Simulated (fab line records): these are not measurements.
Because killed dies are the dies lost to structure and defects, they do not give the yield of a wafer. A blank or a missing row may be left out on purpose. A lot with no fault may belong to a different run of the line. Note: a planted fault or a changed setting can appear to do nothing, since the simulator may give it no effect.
The tool behind it: which one? + flow nand harc + route of 1302 steps, sampled at 1 step: 7 lots, 21 wafers

WHAT EACH GAUGE READ, for each wafer
NHARC_A_ONON_D1_THK_MEAS_34: measures by ellipsometry.
| lot  | measured     | on            | thk nm (nm)       |
|------|--------------|---------------|-------------------|
| L982 | day 8 18:41  | film metro-01 | 193.6 198.3 197.8 |
| L986 | day 10 03:06 | film metro-01 | 194.6 198.1 198.8 |
| L996 | day 14 04:52 | film metro-02 | 196.6 202.4 198.1 |
| L997 | day 14 23:13 | film metro-02 | 198.8 198.5 200.8 |
| L998 | day 15 17:21 | film metro-02 | 195.9 199.0 201.3 |
| L102 | day 16 22:50 | film metro-01 | 194.5 199.2 201.2 |
| L104 | day 18 06:26 | film metro-01 | 198.1 199.2 200.9 |

EACH LOT AND THE TOOL THAT RAN IT (in order: tool; ch and the chambers of the sampled wafers; start)
There is no process step in the record ahead of these readings.

THE ANSWER, worked out from the rows above alone
Rule: usual is defined by the lots themselves. The widest of any qualifying gaps counts: lots, ordered by their means at a reading, are off when they make up no more than a third of the lots, leave a main group of 4 or more, and stand apart from it by 3 or more times the standard deviation of that group's means. Not used: any main group whose means are identical at the precision the tables above print for the reading. Also off: a lot with no number at a reading for which 4 or more lots have one. The other lots that the step has rows for count as sound.
No lot is off at any reading shown: from this, nothing can be told.

WHAT THE SIMULATOR HAD INSERTED
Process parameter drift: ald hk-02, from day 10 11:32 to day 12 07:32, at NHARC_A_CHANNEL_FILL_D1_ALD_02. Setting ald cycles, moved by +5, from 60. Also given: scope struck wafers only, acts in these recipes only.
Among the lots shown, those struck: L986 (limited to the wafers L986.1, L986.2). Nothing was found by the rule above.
